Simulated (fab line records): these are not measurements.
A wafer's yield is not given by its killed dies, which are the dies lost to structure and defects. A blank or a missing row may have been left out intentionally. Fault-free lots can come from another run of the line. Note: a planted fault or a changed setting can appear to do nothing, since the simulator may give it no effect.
Chamber matching ; flow nandHarc ; NHARC_A_STAIRCASE_TRIM_229 on rieDiel-01 has 4 sister chambers
The step chemistry O2, time 211.2 s. 14 wafers are shown with their chamber, then 7 later ones without.

EACH WAFER AND ITS CHAMBER
wafer;chamber;showerheadPlenumPTorr (Torr);rfVppV (V);oesProductAu (a.u.)
L077.1;2;3.31;55.9;0.992
L077.3;0;3.74;57.7;0.993
L077.6;3;3.37;57.1;0.985
L083.3;1;3.47;57.2;1.010
L083.4;0;3.73;57.9;1.002
L083.5;1;3.47;57.6;1.010
L084.2;2;3.30;58.3;1.006
L084.3;3;3.35;57.1;1.001
L084.5;0;3.72;58.8;0.999
L086.3;2;3.30;58.1;1.003
L086.4;0;3.72;57.9;1.011
L086.5;2;3.30;56.6;1.007
L087.1;1;3.46;57.6;0.998
L087.2;2;3.30;56.3;1.000

SIGNATURES (averages over the wafers above)
reading;chamber 0;chamber 1;chamber 2;chamber 3;scatter within a chamber
showerheadPlenumPTorr;3.7275;3.4667;3.3020;3.3600;0.00788
rfVppV;58.075;57.467;57.040;57.100;0.747
oesProductAu;1.00125;1.00600;1.00160;0.99300;0.00733
Rule: distance of a wafer from a chamber = root of the sum over the readings of ((wafer's reading minus chamber's mean) / reading's scatter) squared. If the next closest chamber is less than 2 further off than the closest, the wafer can't be placed; otherwise it belongs to the closest. How the scatter is found: for the shown wafers, subtract from each reading the mean of its chamber, square and add these, divide the total by (wafers less chambers), then take the root.

WAFERS MISSING THEIR CHAMBER
wafer;showerheadPlenumPTorr (Torr);rfVppV (V);oesProductAu (a.u.)
L087.5;3.72;58.6;0.992
L091.1;3.35;56.9;1.003
L091.2;3.71;58.2;0.997
L091.5;3.71;58.3;0.997
L093.1;3.29;56.2;0.995
L093.3;3.34;58.7;0.991
L093.6;3.29;57.0;0.996

WHICH CHAMBER EACH ONE RAN IN
wafer;from the rows above;in truth
L087.5;0;0
L091.1;3;3
L091.2;0;0
L091.5;0;0
L093.1;2;2
L093.3;3;3
L093.6;2;2
Placed correctly: 7 of 7. Left unplaced by these rows: 0. Placed wrongly: 0.
